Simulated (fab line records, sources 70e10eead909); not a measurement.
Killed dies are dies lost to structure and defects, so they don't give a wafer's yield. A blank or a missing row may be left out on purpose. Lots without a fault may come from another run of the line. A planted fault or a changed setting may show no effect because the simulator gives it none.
One fault seen from 2 desks | flow nand_harc | each desk has only its own numbers; what lay behind them comes last

THE DEFECT DESK
What the inspections along the route counted, lot by lot: means of the sampled wafers that have a number. A lot is out of limits, marked OUT, if its mean lies more than 4 standard deviations from the usual mean; the brackets give that distance.
Columns: A = raw_defect_count at NHARC_P_CONTACT_INSPECT_14, usual 3.8
lot  | first seen here | A
L458 | day 6 08:47     | 7.7
L459 | day 6 21:05     | 3.0
L461 | day 7 16:28     | 6.3
L463 | day 8 11:55     | 2.3
L464 | day 9 01:50     | 2.7
L467 | day 10 03:24    | 2.7
L469 | day 11 07:44    | 4.3
L471 | day 11 21:38    | 4.7
L473 | day 12 19:35    | 4.7
L474 | day 12 20:13    | 3.7
L480 | day 15 19:25    | 3.3
L479 | day 15 20:13    | 2.3
This desk's finding: nothing out of limits on any of the 12 lots.

THE TOOL OWNER'S DESK: litho_track-01
The tool's own readings at NHARC_P_M0_SOFTBAKE_04 (time 55 s): means of the sampled wafers that have a number, for each lot that ran on this tool. A lot is out of limits, marked OUT, if its mean lies more than 4 standard deviations from the usual mean; the brackets give that distance.
Columns: A = chill_plate_temp_C at NHARC_P_M0_SOFTBAKE_04, usual 23.02 C; B = heater_power_total_W at NHARC_P_M0_SOFTBAKE_04, usual 188.45 W; C = plate_temp_C at NHARC_P_M0_SOFTBAKE_04, usual 105.01 C
lot  | first seen here | A     | B                | C
L458 | day 6 12:00     | 23.02 | 188.51           | 104.98
L459 | day 7 00:00     | 22.90 | 188.45           | 105.10
L461 | day 7 20:00     | 22.92 | 188.37           | 105.03
L463 | day 8 15:00     | 23.04 | 188.46           | 104.96
L469 | day 11 11:00    | 23.20 | 188.38           | 105.23
L479 | day 15 23:00    | 23.05 | 186.91 (-12) OUT | 104.25 (-6.3) OUT
L480 | day 15 23:00    | 23.03 | 186.91 (-12) OUT | 104.21 (-6.7) OUT
This desk's finding: out of limits on L479, L480; first on L479, day 15 23:00 (heater_power_total_W at NHARC_P_M0_SOFTBAKE_04). In limits: L458, L459, L461, L463, L469.

PUT TOGETHER
The tool owner's desk could have raised an alarm at day 15 23:00, on L479, L480.
The defect desk saw nothing out of limits.
The defect desk has L479, L480 on record, within its limits.
Of the lots named, all ran NHARC_P_M0_SOFTBAKE_04 on litho_track-01.

WHAT THE SIMULATOR HAD PUT IN
Process parameter drift: litho_track-01, from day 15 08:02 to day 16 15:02, at NHARC_P_M0_SOFTBAKE_04. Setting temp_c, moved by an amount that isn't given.
Lots struck among those shown: L479, L480.
Hours from the fault's start to each desk's first reading out of limits: the tool owner's desk, 15.
